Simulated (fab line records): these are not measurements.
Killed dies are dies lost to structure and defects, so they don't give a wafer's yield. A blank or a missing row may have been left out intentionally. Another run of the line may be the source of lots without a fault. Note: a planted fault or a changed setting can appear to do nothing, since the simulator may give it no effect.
fab line records	flow nand_harc
record lots=6	wafers=18	last_day=33
route steps=1302 shown A_CONTACT@990
lots untouched by any fault: they come from a run of this same line in which no faults occurred
start_h: hours from the record's first day to the start of the lot's first wafer shown	wait_h: how many hours have passed since the lot's step before this one	" as in the row above	L1.1+2: several wafers, shown together as one row	- no value, or no start was given	* or withheld: withheld	< > ~ a bound
route shown NAME@n: a module of which the file shows steps, and the number in the route of the first	usual: mean/standard deviation taken from wafers without a fault	same: alike in all rows	chamber/n: place in a boat	sites: per-site readings	_std_site: standard deviation of those values	_edge_site: inner sites' mean taken away from outer sites' mean	radius_mm: how far each site lies from the wafer's centre	mask NAME#n: copy n	behind: tool/chamber where the wafer was last shaped	hold: the reason the lot was held/the length of the hold in hours/how it ended	device: which transistor (n, p or np) failed to switch	end of line: the route-end tests of the same wafers	for a step that has no rows: nothing shown but its recipe	killed: not the wafer's yield, but the dies lost to structure and defects at the first sort	map: a wafer's dies, marking killed ones x, the rest . and places with no die _
set.NAME: the setting the step ran with; set.NAME@STEP: the setting that earlier step ran with	model.NAME: the simulator's own value behind a step, which no gauge read
lots seen at some steps along the route; tables by step, rows by wafer
services: a tool's chamber out of use, with start hour (start_h, from the record's first day; less than 0 if before it), hours out, and reason
## steps
# step NHARC_A_CONTACT_COAT_35
# recipe temp_c=225	time_s=65
# step NHARC_A_CONTACT_COAT_36
# recipe spin_rpm=1500	resist_thk_nm=90
# step NHARC_A_CONTACT_SOFTBAKE_37
# recipe temp_c=105	time_s=55
# step NHARC_A_CONTACT_EBR_38
# step NHARC_A_CONTACT_EXPOSE_39
# recipe na=1.35	sigma_outer=0.8	dose_mj=58.79	mask_id=A_CC_3
# step NHARC_A_CONTACT_PEB_40
# recipe peb_temp_c=100	peb_time_s=65
# step NHARC_A_CONTACT_DEVELOP_41
# recipe develop_time_s=35	dev_temp_c=23
# step NHARC_A_CONTACT_CD_MEAS_42
# recipe target_cd_nm=300	landing_energy_ev=500
# usual cd_nm=300.4/0.64
lot.wafer	tool	chamber	start_h	wait_h	cd_nm
L201.1	cd_sem-02	0	534.31	-	299.8
L201.2	"	0	"	"	300.6
L201.6	"	0	"	"	299.8
L206.1	cd_sem-01	0	602.69	-	300.1
L206.2	"	0	"	"	299.3
L206.5	"	0	"	"	300.2
L207.1	cd_sem-01	0	606.99	-	300.6
L207.2	"	0	"	"	299.8
L207.3	"	0	"	"	300.7
L214.2	cd_sem-02	0	678.46	-	302.0
L214.4	"	0	"	"	300.8
L214.6	"	0	"	"	301.0
L216.1	cd_sem-02	0	702.51	-	299.0
L216.3	"	0	"	"	299.8
L216.6	"	0	"	"	299.0
L217.1	cd_sem-02	0	702.67	-	301.0
L217.2	"	0	"	"	301.1
L217.3	"	0	"	"	299.8
# step NHARC_A_CONTACT_OVL_MEAS_43
# usual overlay_x_nm=0.0/0.9	overlay_y_nm=-0.2/0.99
lot.wafer	tool	chamber	start_h	wait_h	overlay_x_nm	overlay_y_nm
L201.1	overlay-01	-	534.39	-	-0.4	0.5
L201.2	"	-	"	"	0.3	0.9
L201.6	"	-	"	"	-0.3	0.6
L206.1	overlay-02	-	602.78	-	-0.7	-0.8
L206.2	"	-	"	"	-0.7	-0.1
L206.5	"	-	"	"	-0.4	0.2
L207.1	overlay-02	-	607.08	-	0.3	-1.0
L207.2	"	-	"	"	-0.4	-1.1
L207.3	"	-	"	"	-0.6	-1.4
L214.2	overlay-02	-	678.55	-	-1.1	-0.5
L214.4	"	-	"	"	-0.6	-0.5
L214.6	"	-	"	"	-0.9	-0.2
L216.1	overlay-01	-	702.60	-	-0.1	1.5
L216.3	"	-	"	"	0.0	1.5
L216.6	"	-	"	"	-0.8	1.7
L217.1	overlay-01	-	702.76	-	0.4	-0.2
L217.2	"	-	"	"	0.5	-0.3
L217.3	"	-	"	"	-0.4	0.3
# step NHARC_A_CONTACT_INSPECT_44
# usual raw_defect_count=76/39
lot.wafer	tool	chamber	start_h	wait_h	raw_defect_count
L201.1	defect_inspect-02	-	534.43	0.0	90
L201.2	"	-	"	"	96
L201.6	"	-	"	"	86
L206.1	defect_inspect-02	-	602.81	0.0	114
L206.2	"	-	"	"	145
L206.5	"	-	"	"	133
L207.1	defect_inspect-01	-	607.12	0.0	78
L207.2	"	-	"	"	90
L207.3	"	-	"	"	75
L214.2	defect_inspect-02	-	678.58	0.0	111
L214.4	"	-	"	"	106
L214.6	"	-	"	"	105
L216.1	defect_inspect-01	-	702.64	0.0	81
L216.3	"	-	"	"	73
L216.6	"	-	"	"	53
L217.1	defect_inspect-02	-	702.80	0.0	114
L217.2	"	-	"	"	121
L217.3	"	-	"	"	102
# step NHARC_A_CONTACT_DESCUM_47
# recipe time_s=3	o2_flow_sccm=200	ar_flow_sccm=0	bias_power_w=0	chemistry=O2
# usual drypump_motor_current_A=5.7/0.5	oes_product_au=0.997/0.011	rf_vpp_V=57.9/0.89	showerhead_plenum_p_Torr=1.99/0.074	throttle_valve_pct=11.311/0.0084
lot.wafer	tool	chamber	start_h	wait_h	drypump_motor_current_A	oes_product_au	rf_hours_counter_h	rf_vpp_V	showerhead_plenum_p_Torr	throttle_valve_pct
L201.1	rie_diel-09	0	534.50	0.1	6.2	0.995	7	57.2	2.02	11.326
L201.2	"	2	"	"	5.0	0.981	8	58.4	2.07	11.316
L201.6	"	3	"	"	4.7	1.007	-	57.3	1.91	11.326
L206.2	rie_diel-11	3	602.89	0.1	5.8	1.011	27	58.3	2.07	11.296
L206.1	"	0	"	"	5.5	0.999	25	57.4	1.96	11.320
L206.5	"	2	"	"	5.7	1.000	-	57.0	1.97	11.321
L207.3	rie_diel-11	1	607.18	0.1	5.7	0.988	27	57.7	2.07	11.320
L207.1	"	3	"	"	5.8	0.990	28	58.0	2.07	11.317
L207.2	"	0	"	"	5.5	0.995	26	57.6	1.96	11.317
L214.4	rie_diel-02	3	678.64	0.1	4.9	0.983	29	55.9	1.80	11.295
L214.2	"	1	"	"	6.3	0.996	28	58.2	1.93	11.305
L214.6	"	3	"	"	4.9	0.983	-	55.1	1.80	11.308
L216.3	rie_diel-11	2	702.70	0.1	5.7	0.989	12	58.4	1.96	11.328
L216.1	"	1	"	"	5.8	0.999	14	59.5	2.06	11.311
L216.6	"	2	"	"	5.7	0.994	-	58.0	1.96	11.307
L217.1	rie_diel-11	3	702.86	0.1	5.8	1.012	14	58.4	2.06	11.319
L217.3	"	0	"	"	5.5	1.012	12	58.8	1.95	11.315
L217.2	"	2	"	"	5.7	0.985	12	57.9	1.96	11.308
# step NHARC_A_CONTACT_ETCH_48
# recipe target_depth_a=390	over_etch_frac=0.3	time_s=65	ion_energy_ev=80	cf4_flow_sccm=150	ar_flow_sccm=0	rf_w=300	bias_w=100	chemistry=CF4
# usual drypump_motor_current_A=5.7/0.5	oes_product_au=0.999/0.011	rf_vpp_V=152.0/1.1	showerhead_plenum_p_Torr=1.83/0.064	throttle_valve_pct=13.283/0.0095
lot.wafer	tool	chamber	start_h	wait_h	drypump_motor_current_A	oes_product_au	rf_hours_counter_h	rf_vpp_V	showerhead_plenum_p_Torr	throttle_valve_pct
L201.2	rie_diel-09	2	534.58	0.1	5.0	0.980	8	152.0	1.91	13.288
L201.1	"	3	"	"	4.7	1.007	8	152.0	1.77	13.294
L201.6	"	2	"	"	5.0	0.982	-	153.6	1.91	13.282
L206.2	rie_diel-11	2	602.96	0.1	5.7	0.999	27	152.5	1.82	13.285
L206.1	"	0	"	"	5.5	0.997	25	150.3	1.81	13.282
L206.5	"	2	"	"	5.7	0.993	-	152.3	1.82	13.285
L207.3	rie_diel-11	0	607.26	0.1	5.5	1.003	26	153.3	1.81	13.300
L207.2	"	2	"	"	5.7	0.996	28	151.7	1.82	13.286
L207.1	"	3	"	"	5.7	1.007	28	150.5	1.90	13.288
L214.4	rie_diel-02	0	678.74	0.1	6.7	1.010	29	151.7	1.86	13.277
L214.2	"	1	"	"	6.3	0.989	28	153.2	1.78	13.280
L214.6	"	0	"	"	6.7	1.004	-	151.6	1.86	13.283
L216.3	rie_diel-11	3	702.80	0.1	5.7	1.017	14	152.3	1.90	13.280
L216.1	"	0	"	"	5.5	1.021	12	151.6	1.80	13.276
L216.6	"	3	"	"	5.7	1.023	-	154.2	1.90	13.278
L217.1	rie_diel-11	0	703.12	0.3	5.5	1.012	13	152.4	1.80	13.278
L217.2	"	1	"	"	5.8	1.004	14	152.2	1.90	13.264
L217.3	"	3	"	"	5.7	1.017	14	152.2	1.90	13.289
# step NHARC_A_CONTACT_ETCH_49
# recipe target_depth_a=2600	over_etch_frac=0.3	time_s=475.3	ion_energy_ev=200	n2_flow_sccm=150	h2_flow_sccm=150	ar_flow_sccm=0	rf_w=400	bias_w=150	chemistry=N2/H2
# usual drypump_motor_current_A=5.7/0.48	h2_flow_sccm=150.1/0.47	oes_product_au=0.997/0.011	rf_vpp_V=432.7/2.3	showerhead_plenum_p_Torr=2.12/0.082	throttle_valve_pct=14.171/0.0089
lot.wafer	tool	chamber	start_h	wait_h	drypump_motor_current_A	h2_flow_sccm	oes_product_au	rf_hours_counter_h	rf_vpp_V	showerhead_plenum_p_Torr	throttle_valve_pct
L201.2	rie_diel-09	2	534.70	-	5.0	149.9	0.979	8	434.9	2.22	14.173
L201.1	"	0	"	"	6.1	149.8	0.987	7	434.3	2.15	14.178
L201.6	"	2	"	"	5.0	149.6	0.985	-	435.1	2.22	14.169
L206.1	rie_diel-11	2	603.12	-	5.7	119.0	1.004	27	431.4	1.99	13.656
L206.2	"	3	"	"	5.7	119.9	1.013	27	435.2	2.10	13.652
L206.5	"	1	"	"	5.8	120.8	1.002	-	435.1	2.10	13.670
L207.1	rie_diel-11	1	607.39	-	5.8	120.7	0.988	27	434.7	2.10	13.655
L207.3	"	2	"	"	5.6	120.1	1.000	28	432.7	1.99	13.652
L207.2	"	3	"	"	5.8	120.8	1.005	28	435.8	2.10	13.663
L214.4	rie_diel-02	2	679.12	-	5.7	149.5	0.995	28	431.0	2.05	14.165
L214.2	"	3	"	"	4.9	149.9	0.975	29	428.1	1.92	14.172
L214.6	"	3	"	"	4.9	150.0	0.976	-	428.8	1.92	14.173
L216.1	rie_diel-11	3	702.94	-	5.8	149.8	1.011	14	435.3	2.20	14.174
L216.3	"	0	"	"	5.5	149.9	1.023	13	431.2	2.08	14.166
L216.6	"	3	"	"	5.8	150.3	1.013	-	433.9	2.20	14.167
L217.2	rie_diel-11	2	703.21	-	5.7	150.7	0.987	12	434.1	2.10	14.159
L217.3	"	3	"	"	5.7	150.4	1.022	14	435.2	2.20	14.160
L217.1	"	1	"	"	5.8	150.0	0.993	14	433.5	2.20	14.173
# step NHARC_A_CONTACT_ETCH_50
# recipe target_depth_a=1210	time_s=60.5	cf4_flow_sccm=100	chf3_flow_sccm=30	ar_flow_sccm=0	rf_w=500	bias_w=200	chemistry=CF4/CHF3
# usual drypump_motor_current_A=5.6/0.46	oes_product_au=0.945/0.023	rf_vpp_V=372.3/2.2	showerhead_plenum_p_Torr=1.63/0.059	throttle_valve_pct=16.802/0.0093
lot.wafer	tool	chamber	start_h	wait_h	drypump_motor_current_A	oes_product_au	rf_hours_counter_h	rf_vpp_V	showerhead_plenum_p_Torr	throttle_valve_pct
L201.1	rie_diel-09	0	-	-	6.1	0.947	7	372.4	1.66	16.797
L201.2	"	2	"	"	5.0	0.953	8	375.9	1.70	16.811
L201.6	"	3	"	"	4.7	0.962	-	372.2	1.57	16.802
L206.1	rie_diel-11	2	-	-	5.7	0.921	27	371.6	1.62	16.818
L206.2	"	0	"	"	5.5	0.909	25	370.8	1.61	16.801
L206.5	"	2	"	"	5.7	0.915	-	371.6	1.62	16.798
L207.3	rie_diel-11	1	-	-	5.7	0.916	27	374.6	1.69	16.810
L207.2	"	2	"	"	5.7	0.916	28	373.2	1.62	16.807
L207.1	"	3	"	"	5.7	0.922	28	375.0	1.69	16.801
L214.2	rie_diel-02	2	-	-	5.7	0.921	28	370.9	1.58	16.823
L214.4	"	0	"	"	6.7	0.932	29	374.8	1.65	16.798
L214.6	"	3	"	"	5.0	0.905	-	366.3	1.49	16.800
L216.1	rie_diel-11	2	-	-	5.6	0.932	13	370.9	1.61	16.789
L216.3	"	3	"	"	5.8	0.958	14	374.9	1.69	16.817
L216.6	"	2	"	"	5.6	0.925	-	372.0	1.61	16.786
L217.2	rie_diel-11	2	-	-	5.7	0.943	14	371.5	1.61	16.816
L217.3	"	3	"	"	5.7	0.957	15	373.7	1.69	16.788
L217.1	"	1	"	"	5.8	0.968	15	373.2	1.69	16.803
## services
tool	chamber	start_h	hours	kind
rie_diel-11	0	515.03	-	clean
rie_diel-11	1	515.03	-	clean
rie_diel-11	2	515.03	-	clean
rie_diel-11	3	515.03	-	clean
rie_diel-11	0	539.53	-	clean
rie_diel-11	1	539.53	-	clean
rie_diel-11	2	539.53	-	clean
rie_diel-11	3	539.53	-	clean
rie_diel-09	1	539.60	45.0	repair
rie_diel-11	0	564.03	-	clean
rie_diel-11	1	564.03	-	clean
rie_diel-11	2	564.03	-	clean
rie_diel-11	3	564.03	-	clean
rie_diel-11	0	568.61	6.3	repair
rie_diel-02	-	570.88	9.0	pm
rie_diel-11	0	588.53	-	clean
rie_diel-11	1	588.53	-	clean
rie_diel-11	2	588.53	-	clean
rie_diel-11	3	588.53	-	clean
rie_diel-09	0	589.90	6.2	repair
rie_diel-11	-	609.53	9.0	pm
rie_diel-11	0	609.53	9.0	vent_cycle
rie_diel-11	0	659.83	12.7	repair
rie_diel-09	-	674.17	9.0	pm
## key
first_sign step=NHARC_A_CONTACT_ETCH_49	reading=h2_flow_sccm	direction=down	sigmas=64	usual=150.1	struck=120.2
effect step=NHARC_A_CONTACT_ETCH_49	reading=throttle_valve_pct	direction=down	sigmas=57	usual=14.171	struck=13.658
met_at NHARC_A_CONTACT_ETCH_49
struck_wafers L206.1,L206.2,L206.5,L207.1,L207.2,L207.3
tester_left_out L206,L207
fault kind=process_parameter_drift	tool=rie_diel-11	chamber=-	onset_h=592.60	steps=NHARC_A_CONTACT_ETCH_49	channel=h2_flow_sccm	offset=-30	shape=step	end_h=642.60	acts_in=these_recipes_only	stated=150
# tester_left_out: of these lots the tester's yield and bins aren't shown, on N5 and GAA mostly nor the transistor test; their killed dies are dies lost to structure and defects alone, not to doping, threshold or leakage, so they don't give the yield
